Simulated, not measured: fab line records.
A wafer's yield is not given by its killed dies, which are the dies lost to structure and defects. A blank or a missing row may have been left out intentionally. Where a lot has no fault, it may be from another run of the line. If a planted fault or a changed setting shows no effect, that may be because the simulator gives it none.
fab line records    flow n5-finfet
record lots=7  wafers=19  last-day=18
route steps=1938 shown BEOL_M13@1688
lots with no fault: from the same line, run without faults
start-h: start of the lot's first displayed wafer, in hours after the record's first day    wait-h: time in hours since the lot's previous step    " the same as in the row above    L1.1+2: one row covering several wafers at once    - either no value or no given start    * or withheld: withheld    < > ~ a bound
route shown NAME@n: a module of which the file shows steps, and the number in the route of the first    usual: mean/standard deviation taken from wafers without a fault    same: alike in all rows    chamber/n: place in a boat    sites: the reading at each site    _std_site: standard deviation across them    _edge_site: outer sites' mean less inner sites'    radius-mm: how far each site lies from the wafer's centre    mask NAME#n: copy n    behind: the last tool/chamber to shape the wafer    hold: cause of the lot's hold/its duration in hours/its outcome    device: names the non-switching transistor (n, p or np)    end of line: the route-end tests of the same wafers    a step given without rows: its recipe and nothing more    killed: at the first sort, the dies lost to defects and structure; wafer yield is something else    map: dies across one wafer; x = killed, . = not, _ = none there
set.NAME: the run value of the setting; set.NAME@STEP: its run value at that earlier step    model.NAME: the simulator's own value behind a step, which no gauge read
lots at some steps of the route; a table a step, a row a wafer
services: the hour from which a tool's chamber was out of use, counted from the record's first day as start-h (under 0 if before that day), plus the number of hours and why
## steps
# step N5_BEOL_M13_HARDBAKE_32
# recipe temp-c=130  time-s=120
# step N5_BEOL_M13_CD_MEAS_28
# recipe target-cd-nm=209.5  landing-energy-ev=500  detector=se-inlens
# usual cd-nm=209.1/1.2
# same landing-energy-ev=500
lot.wafer  tool       chamber  start-h  wait-h  cd-nm
L712.1     cd-sem-01  0        260.76   -       209.7
L712.2     "          0        "        "       209.3
L712.4     "          0        "        "       210.2
L714.1     cd-sem-03  0        285.85   -       208.9
L714.4     "          0        "        "       206.3
L714.5     "          0        "        "       208.4
L720.4     cd-sem-03  0        305.37   -       209.8
L720.5     "          0        "        "       206.9
L719.2     cd-sem-03  0        312.22   -       208.2
L719.3     "          0        "        "       208.5
L719.6     "          0        "        "       209.0
L721.4     cd-sem-03  0        325.02   -       208.9
L721.6     "          0        "        "       210.6
L729.2     cd-sem-03  0        380.57   -       208.9
L729.3     "          0        "        "       209.0
L729.6     "          0        "        "       208.2
L732.1     cd-sem-03  0        391.78   -       209.9
L732.2     "          0        "        "       210.0
L732.4     "          0        "        "       209.5
# step N5_BEOL_M13_OVL_MEAS_29
# recipe points-per-wafer=44
# usual M13_OVL=-1/6.4
# same points-per-wafer=44
lot.wafer  tool        chamber  start-h  wait-h  M13_OVL[nm]
L712.1     overlay-01  0        260.79   0.0     -3
L712.2     "           0        "        "       -5
L712.4     "           0        "        "       -12
L714.1     overlay-02  0        285.89   0.0     -11
L714.4     "           0        "        "       -18
L714.5     "           0        "        "       -11
L720.4     overlay-02  0        305.39   0.0     -14
L720.5     "           0        "        "       -9
L719.2     overlay-01  0        312.25   0.0     -4
L719.3     "           0        "        "       -11
L719.6     "           0        "        "       -3
L721.4     overlay-01  0        325.05   0.0     18
L721.6     "           0        "        "       10
L729.2     overlay-02  0        380.60   0.0     9
L729.3     "           0        "        "       8
L729.6     "           0        "        "       1
L732.1     overlay-02  0        391.81   0.0     3
L732.2     "           0        "        "       3
L732.4     "           0        "        "       4
# step N5_BEOL_M13_INSPECT_30
# recipe mode=adi  inspect-instrument=macro
# usual raw-defect-count=1.9/1.3
lot.wafer  tool               chamber  start-h  wait-h  raw-defect-count
L712.1     defect-inspect-01  -        260.81   0.0     1
L712.2     "                  -        "        "       0
L712.4     "                  -        "        "       3
L714.1     defect-inspect-01  -        285.91   0.0     2
L714.4     "                  -        "        "       2
L714.5     "                  -        "        "       1
L720.4     defect-inspect-02  -        305.42   0.0     3
L720.5     "                  -        "        "       1
L719.2     defect-inspect-02  -        312.28   0.0     3
L719.3     "                  -        "        "       4
L719.6     "                  -        "        "       1
L721.4     defect-inspect-01  -        325.07   0.0     4
L721.6     "                  -        "        "       2
L729.2     defect-inspect-01  -        380.62   0.0     2
L729.3     "                  -        "        "       3
L729.6     "                  -        "        "       1
L732.1     defect-inspect-01  -        391.83   0.0     3
L732.2     "                  -        "        "       3
L732.4     "                  -        "        "       0
# step N5_BEOL_M13_DESCUM_33
# recipe chemistry=O2  time-s=7.9  source-power-w=50  bias-power-w=20  pressure-mtorr=20  rf-frequency-hz=2.712e+07  temp-c=40  o2-flow-sccm=225
# usual drypump-motor-current-A=5.38/0.27  oes-product-au=0.80/0.098  rf-vpp-V=243.3/1  showerhead-plenum-p-Torr=2.10/0.045  throttle-valve-pct=20.37/0.23
lot.wafer  tool         chamber  start-h  wait-h  drypump-motor-current-A  oes-product-au  rf-hours-counter-h  rf-vpp-V  showerhead-plenum-p-Torr  throttle-valve-pct
L712.1     rie-diel-06  1        260.85   0.0     5.43                     0.91            21                  243.1     2.13                      20.11
L712.2     "            0        "        "       5.05                     0.72            176                 244.2     2.18                      20.43
L712.4     "            3        "        "       5.33                     0.69            192                 242.6     2.08                      20.68
L714.1     rie-diel-06  0        285.94   0.0     5.11                     0.71            183                 243.3     2.18                      20.42
L714.4     "            2        "        "       5.88                     0.72            217                 242.5     2.08                      20.85
L714.5     "            0        "        "       5.08                     0.72            -                   244.8     2.18                      20.41
L720.4     rie-diel-05  0        305.47   0.0     5.01                     0.94            -                   244.1     2.11                      20.27
L720.5     "            1        "        "       5.47                     0.86            -                   242.5     2.04                      20.09
L719.2     rie-diel-03  1        312.31   0.0     5.29                     0.77            101                 244.6     2.20                      20.46
L719.3     "            2        "        "       5.27                     0.92            14                  242.1     2.06                      20.25
L719.6     "            0        "        "       5.95                     0.68            -                   242.0     2.06                      20.20
L721.4     rie-diel-06  1        325.12   0.1     5.45                     0.87            38                  243.7     2.12                      20.14
L721.6     "            3        "        "       5.29                     0.68            -                   241.6     2.07                      20.71
L729.2     rie-diel-05  2        380.65   0.0     5.70                     0.85            61                  243.4     2.12                      20.18
L729.3     "            0        "        "       5.03                     0.90            51                  243.9     2.10                      20.32
L729.6     "            2        "        "       5.71                     0.85            -                   244.0     2.12                      20.17
L732.1     rie-diel-06  0        391.87   0.0     5.09                     0.69            209                 242.9     2.17                      20.45
L732.2     "            1        "        "       5.43                     0.85            58                  243.0     2.11                      20.15
L732.4     "            2        "        "       5.90                     0.69            250                 242.5     2.07                      20.89
# step N5_BEOL_M13_ETCH_67
# recipe chemistry=CF4  target=SiARC  target-depth-a=1430  time-s=238.3  ion-energy-ev=80  pressure-mtorr=40  source-w=545  bias-w=36  Ar_flow_sccm=100  cf4-flow-sccm=100  ends=cleared
# step N5_BEOL_M13_ETCH_68
# recipe chemistry=N2/H2  target=SOC  mask-material=SiARC  source-w=3000  bias-w=350  temp-c=40  time-s=355  ion-energy-ev=200  pressure-mtorr=30  n2-flow-sccm=200  h2-flow-sccm=200
# usual drypump-motor-current-A=5.39/0.27  oes-product-au=0.81/0.097  rf-vpp-V=524.4/1.8  showerhead-plenum-p-Torr=2.56/0.06  throttle-valve-pct=17.80/0.28
lot.wafer  tool         chamber  start-h  wait-h  drypump-motor-current-A  oes-product-au  rf-hours-counter-h  rf-vpp-V  showerhead-plenum-p-Torr  throttle-valve-pct
L712.1     rie-diel-06  1        261.03   0.1     5.44                     0.91            21                  526.0     2.60                      17.49
L712.2     "            0        "        "       5.14                     0.73            176                 527.9     2.66                      17.85
L712.4     "            3        "        "       5.36                     0.69            192                 523.5     2.53                      18.04
L714.1     rie-diel-06  0        286.12   0.1     5.11                     0.72            183                 526.4     2.66                      17.87
L714.4     "            2        "        "       5.92                     0.73            218                 522.7     2.54                      18.44
L714.5     "            0        "        "       5.11                     0.72            -                   526.6     2.66                      17.87
L720.4     rie-diel-05  1        305.74   0.1     5.47                     0.87            -                   521.2     2.47                      17.37
L720.5     "            3        "        "       5.32                     0.70            -                   524.4     2.51                      17.97
L719.2     rie-diel-03  1        312.49   0.1     5.30                     0.78            101                 527.6     2.66                      17.60
L719.3     "            2        "        "       5.28                     0.92            14                  521.7     2.49                      17.64
L719.6     "            0        "        "       5.95                     0.68            -                   522.6     2.50                      17.52
L721.4     rie-diel-06  1        325.31   0.1     5.45                     0.89            38                  523.9     2.59                      17.50
L721.6     "            3        "        "       5.31                     0.68            -                   522.5     2.53                      18.07
L729.2     rie-diel-05  2        380.84   0.1     5.70                     0.87            61                  525.0     2.58                      17.65
L729.3     "            0        "        "       5.01                     0.90            51                  524.7     2.61                      17.87
L729.6     "            2        "        "       5.71                     0.87            -                   526.1     2.58                      17.66
L732.1     rie-diel-06  0        392.05   0.1     5.12                     0.69            210                 525.8     2.65                      17.91
L732.2     "            1        "        "       5.43                     0.84            58                  525.4     2.58                      17.55
L732.4     "            2        "        "       5.90                     0.70            250                 522.6     2.53                      18.49
# step N5_BEOL_M13_STRIP_69
# recipe chemistry=N2/H2  temp-c=40  n2-flow-sccm=200  h2-flow-sccm=200  rf-frequency-hz=6e+07
# step N5_BEOL_M13_TRENCH_ETCH_34
# recipe chemistry=C4F8/O2/Ar  target=SiOC  target-depth-a=4134.7  mask-material=SOC  pressure-mtorr=30  source-w=3000  bias-w=700  Ar_flow_sccm=400  C4F8_flow_sccm=15  O2_flow_sccm=8  he-inner-torr=15  he-outer-torr=30  time-s=162.6  ion-energy-ev=250
# step N5_BEOL_M13_STRIP_70
# recipe chemistry=C4F8/O2/Ar  resist=SiARC  rf-frequency-hz=6e+07
# step N5_BEOL_M13_OCD_MEAS_35
# usual trench-depth-nm=416/8.1
lot.wafer  tool    chamber  start-h  wait-h  trench-depth-nm
L712.1     ocd-01  -        261.43   0.0     423
L712.2     "       -        "        "       419
L712.4     "       -        "        "       406
L714.1     ocd-02  -        286.52   0.0     421
L714.4     "       -        "        "       407
L714.5     "       -        "        "       417
L720.4     ocd-01  -        306.11   0.0     415
L720.5     "       -        "        "       416
L719.2     ocd-02  -        312.89   0.0     421
L719.3     "       -        "        "       413
L719.6     "       -        "        "       405
L721.4     ocd-01  -        325.71   0.0     416
L721.6     "       -        "        "       393
L729.2     ocd-01  -        381.23   0.0     425
L729.3     "       -        "        "       425
L729.6     "       -        "        "       424
L732.1     ocd-01  -        392.45   0.0     420
L732.2     "       -        "        "       424
L732.4     "       -        "        "       406
# step N5_BEOL_M13_STRIP_37
# recipe chemistry=N2/H2  power-w=1000  temp-c=250  h2-frac=0.65  overash-fraction=0.3  pressure-mtorr=withheld  n2-flow-sccm=1750  h2-flow-sccm=3250
# step N5_BEOL_M13_ETCH_38
# recipe chemistry=CF4/N2  target=SiCN  target-depth-a=675  taper-deg=2  time-s=71.9  ion-energy-ev=150  mask-material=SiO2  pressure-mtorr=40  source-w=430  bias-w=70  Ar_flow_sccm=100  cf4-flow-sccm=60  n2-flow-sccm=60
# usual drypump-motor-current-A=5.41/0.29  oes-product-au=0.81/0.096  rf-vpp-V=382.6/1.6  showerhead-plenum-p-Torr=2.22/0.057  throttle-valve-pct=15.36/0.22
lot.wafer  tool         chamber  start-h  wait-h  drypump-motor-current-A  oes-product-au  rf-hours-counter-h  rf-vpp-V  showerhead-plenum-p-Torr  throttle-valve-pct  model.etch.depth-nm  model.SiOC_of_BEOL_M13_ILD_DEP_00.thk-nm
L712.1     rie-diel-05  0        264.47   -       5.03                     0.95            15                  383.9     2.26                      15.40               57.79                793.4
L712.2     "            3        "        "       5.30                     0.71            187                 383.2     2.18                      15.51               57.12                784.2
L712.4     "            2        "        "       5.69                     0.92            31                  384.2     2.25                      15.13               60.51                796.4
L714.1     rie-diel-03  3        289.54   -       5.16                     0.93            14                  383.3     2.26                      15.32               58.44                777.2
L714.4     "            2        "        "       5.19                     0.93            8                   382.4     2.17                      15.17               56.71                786.2
L714.5     "            0        "        "       5.93                     0.68            -                   382.4     2.17                      15.30               54.69                797.4
L720.4     rie-diel-03  1        309.54   -       5.29                     1.10            100                 385.7     2.33                      15.48               95.83                752
L720.5     "            2        "        "       5.25                     0.91            -                   379.5     2.17                      15.20               56.97                788
L719.2     rie-diel-03  1        314.71   -       5.28                     0.76            102                 384.9     2.32                      15.47               57                   770.6
L719.3     "            2        "        "       5.20                     1.30            15                  380.1     2.17                      15.21               96.94                736.6
L719.6     "            2        "        "       5.21                     0.91            -                   379.8     2.17                      15.20               57.5                 801.8
L721.4     rie-diel-03  2        326.33   -       5.26                     1.28            19                  381.6     2.16                      15.22               96.74                758.6
L721.6     "            3        "        "       5.15                     0.91            -                   383.6     2.25                      15.36               59.3                 784.2
L729.2     rie-diel-06  1        382.34   -       5.45                     0.84            55                  382.1     2.24                      15.29               59.08                788
L729.3     "            2        "        "       5.93                     0.70            247                 380.7     2.18                      15.92               56.91                801.6
L729.6     "            2        "        "       5.92                     0.71            -                   382.4     2.18                      15.90               57.39                792.8
L732.1     rie-diel-03  1        397.76   -       5.29                     0.74            130                 386.6     2.31                      15.53               56.55                797.8
L732.2     "            0        "        "       5.92                     0.97            7                   382.2     2.16                      14.89               56.53                786.6
L732.4     "            2        "        "       5.27                     0.85            43                  380.6     2.16                      15.25               57.03                802.2
# step N5_BEOL_M13_PRECLEAN_39
# recipe chemistry=residue-remover  time-s=60  temp-c=40
# step N5_BEOL_M13_SRD_40
# recipe time-s=30  temp-c=23  rinse-liquid=diw  dry=n2-spin  spin-rpm=1500  dry-time-s=30
# step N5_BEOL_M13_DEGAS_41
# recipe ambient=vacuum  temp-c=250  time-s=60
# usual heater-power-w=332/28
lot.wafer  tool            chamber  start-h  wait-h  heater-power-w
L712.1     pvd-sputter-03  -        264.93   0.3     278
L712.2     "               -        "        "       361
L712.4     "               -        "        "       345
L714.1     pvd-sputter-03  -        290.11   0.4     276
L714.4     "               -        "        "       339
L714.5     "               -        "        "       338
L720.4     pvd-sputter-02  -        309.82   0.1     320
L720.5     "               -        "        "       319
L719.2     pvd-sputter-01  -        315.00   0.1     358
L719.3     "               -        "        "       327
L719.6     "               -        "        "       350
L721.4     pvd-sputter-01  -        327.03   0.5     318
L721.6     "               -        "        "       345
L729.2     pvd-sputter-01  -        383.00   0.5     353
L729.3     "               -        "        "       322
L729.6     "               -        "        "       321
L732.1     pvd-sputter-01  -        398.17   0.2     323
L732.2     "               -        "        "       361
L732.4     "               -        "        "       322
# step N5_BEOL_M13_PRE_CLEAN_42
# recipe gas=H2/He  time-s=30  temp-c=250
# step N5_BEOL_M13_SPUTTER_43
# recipe material=TaN  target-thk-a=150  temp-c=50  bias-v=168.6  power-w=15000  chamber-pressure-pa=0.12  time-s=24.19
# usual throttle-valve-pct=29.4/1.1
lot.wafer  tool            chamber  start-h  wait-h  throttle-valve-pct
L712.1     pvd-sputter-03  -        265.01   0.0     27.4
L712.2     "               -        "        "       29.2
L712.4     "               -        "        "       29.7
L714.1     pvd-sputter-03  -        290.19   0.0     27.2
L714.4     "               -        "        "       30.2
L714.5     "               -        "        "       29.5
L720.4     pvd-sputter-02  -        309.90   0.0     29.7
L720.5     "               -        "        "       29.9
L719.2     pvd-sputter-01  -        315.08   0.0     29.5
L719.3     "               -        "        "       30.2
L719.6     "               -        "        "       29.2
L721.4     pvd-sputter-01  -        327.13   0.0     29.9
L721.6     "               -        "        "       29.4
L729.2     pvd-sputter-01  -        383.08   0.0     29.5
L729.3     "               -        "        "       29.9
L729.6     "               -        "        "       30.0
L732.1     pvd-sputter-01  -        398.25   0.0     30.2
L732.2     "               -        "        "       29.3
L732.4     "               -        "        "       30.1
# step N5_BEOL_M13_SPUTTER_44
# recipe material=Ta  target-thk-a=100  temp-c=50  bias-v=80  power-w=15000  chamber-pressure-pa=0.07  time-s=16.13
# step N5_BEOL_M13_SPUTTER_45
# recipe material=Cu  target-thk-a=800  temp-c=-20  bias-v=60  power-w=26000  chamber-pressure-pa=0.13  time-s=13.33
# usual throttle-valve-pct=29.4/1.1
lot.wafer  tool            chamber  start-h  wait-h  throttle-valve-pct
L712.1     pvd-sputter-03  -        265.17   0.0     27.6
L712.2     "               -        "        "       29.3
L712.4     "               -        "        "       29.7
L714.1     pvd-sputter-03  -        290.35   0.0     27.3
L714.4     "               -        "        "       30.2
L714.5     "               -        "        "       29.6
L720.4     pvd-sputter-02  -        310.06   0.0     30.0
L720.5     "               -        "        "       29.8
L719.2     pvd-sputter-01  -        315.24   0.0     29.4
L719.3     "               -        "        "       30.4
L719.6     "               -        "        "       29.2
L721.4     pvd-sputter-01  -        327.29   0.0     29.9
L721.6     "               -        "        "       29.4
L729.2     pvd-sputter-01  -        383.24   0.0     29.4
L729.3     "               -        "        "       30.2
L729.6     "               -        "        "       30.1
L732.1     pvd-sputter-01  -        398.41   0.0     30.4
L732.2     "               -        "        "       29.4
L732.4     "               -        "        "       30.2
# step N5_BEOL_M13_ECD_47
# recipe material=Cu  target-thk-a=9360
# step N5_BEOL_M13_ANNEAL_48
# recipe temp-c=225  time-s=90  ambient=N2
# step N5_BEOL_M13_CMP_49
# recipe stop-on=SiOC  t-overpolish-s=17.1  down-force-psi=1  platen-rpm=50  clearing-platen-down-force-psi=1.5  clearing-platen-rpm=50  post-cmp-clean=cu-alkaline  target-thk-nm=420  clearing-platen-pad-velocity-m-s=0.99484  pad-velocity-m-s=0.99484
# usual barrier-field-endpoint-s=30.3/0.72  motor-current-A=6.1/0.59  overpolish-run-s=17.100/0.0091  slurry-flow-ml-min=150.1/0.46
lot.wafer  tool    chamber  start-h  wait-h  barrier-field-endpoint-s  motor-current-A  overpolish-run-s  slurry-flow-ml-min  model.SiOC_of_BEOL_M13_ILD_DEP_00.thk-nm
L712.1     cmp-04  2        266.16   0.3     31.5                      5.9              17.098            149.6               783.4
L712.2     "       3        "        "       30.8                      6.0              17.097            149.9               774.2
L712.4     "       0        "        "       30.0                      6.0              17.092            149.6               786.4
L714.1     cmp-02  0        291.24   0.3     31.1                      6.1              17.104            150.1               767.2
L714.4     "       2        "        "       30.5                      6.9              17.107            149.5               776.2
L714.5     "       0        "        "       31.0                      6.1              17.106            150.1               787.4
L720.4     cmp-02  0        310.95   0.1     30.3                      6.4              17.089            149.8               742
L720.5     "       1        "        "       31.4                      6.7              17.100            150.0               778
L719.2     cmp-04  1        315.86   0.2     30.5                      5.7              17.113            149.2               760.6
L719.3     "       2        "        "       30.4                      6.1              17.112            150.0               726.6
L719.6     "       1        "        "       30.8                      5.8              17.095            150.5               791.8
L721.4     cmp-02  3        327.83   0.1     29.3                      5.1              17.082            150.6               748.6
L721.6     "       3        "        "       29.3                      5.1              17.099            150.8               774.2
L729.2     cmp-01  3        383.83   0.2     30.5                      5.6              17.129            149.5               778
L729.3     "       1        "        "       30.2                      5.9              17.089            150.2               791.6
L729.6     "       3        "        "       30.9                      5.6              17.093            150.0               782.8
L732.2     cmp-02  1        399.03   0.2     29.8                      7.1              17.097            150.5               776.6
L732.1     "       2        "        "       29.4                      6.9              17.090            150.0               787.8
L732.4     "       3        "        "       29.6                      4.9              17.098            150.1               792.2
# step N5_BEOL_M13_THK_MEAS_50
# recipe thk-meas-gauge=xrf  reads=Cu_of_BEOL_M13_ECD_47
# usual M13_THK=427/8.9
lot.wafer  tool           chamber  start-h  wait-h  M13_THK[nm]
L712.1     film-metro-01  -        266.41   -       436
L712.2     "              -        "        "       432
L712.4     "              -        "        "       419
L714.1     film-metro-01  -        291.53   -       428
L714.4     "              -        "        "       414
L714.5     "              -        "        "       421
L720.4     film-metro-02  -        311.25   -       426
L720.5     "              -        "        "       428
L719.2     film-metro-01  -        316.11   -       437
L719.3     "              -        "        "       428
L719.6     "              -        "        "       422
L721.4     film-metro-01  -        328.12   -       422
L721.6     "              -        "        "       402
L729.2     film-metro-02  -        384.13   -       437
L729.3     "              -        "        "       437
L729.6     "              -        "        "       434
L732.1     film-metro-02  -        399.28   -       431
L732.2     "              -        "        "       437
L732.4     "              -        "        "       419
## services
tool            chamber  start-h  hours  kind
pvd-sputter-02  -        239.55   2.6    repair
cmp-01          -        245.83   6.2    pm
rie-diel-03     2        249.30   -      clean
rie-diel-03     -        252.99   2.8    pm
rie-diel-03     3        257.10   10.3   repair
rie-diel-03     0        275.51   4.4    repair
cmp-01          -        279.23   5.3    pm
rie-diel-03     -        281.98   0.1    repair
rie-diel-06     0        287.29   12.3   repair
rie-diel-05     2        295.07   17.0   repair
pvd-sputter-01  -        306.96   5.3    repair
cmp-01          -        315.34   1.4    repair
rie-diel-05     2        316.07   4.0    repair
rie-diel-03     3        317.28   3.7    repair
pvd-sputter-01  -        347.23   7.8    repair
cmp-01          -        348.93   0.4    repair
cmp-01          -        349.72   1.6    repair
cmp-01          -        355.40   3.8    repair
pvd-sputter-01  -        365.53   1.5    repair
cmp-02          -        368.43   4.0    pm
rie-diel-05     1        370.48   4.3    repair
rie-diel-05     1        375.69   6.9    repair
rie-diel-06     2        392.42   -      clean
rie-diel-06     2        392.42   -      consumable-replace:focus-ring
## key
first-sign step=N5_BEOL_M13_ETCH_38  reading=oes-product-au  direction=up  sigmas=4.3  usual=0.81  struck=1.23
effect none on later readings
model-effect step=N5_BEOL_M13_ETCH_38  value=etch.depth-nm  without=57.39  struck=96.5
model-effect step=N5_BEOL_M13_CMP_49  value=SiOC_of_BEOL_M13_ILD_DEP_00.thk-nm  without=771.5  struck=739.1
met-at N5_BEOL_M13_ETCH_38
struck-wafers L719.3,L720.4,L721.4
onset-between 289.54 309.54
fault kind=process-parameter-drift  tool=rie-diel-03  chamber=-  onset-h=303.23  steps=N5_BEOL_M13_ETCH_38  channel=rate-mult  offset=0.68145  shape=step  end-h=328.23  scope=struck-wafers-only
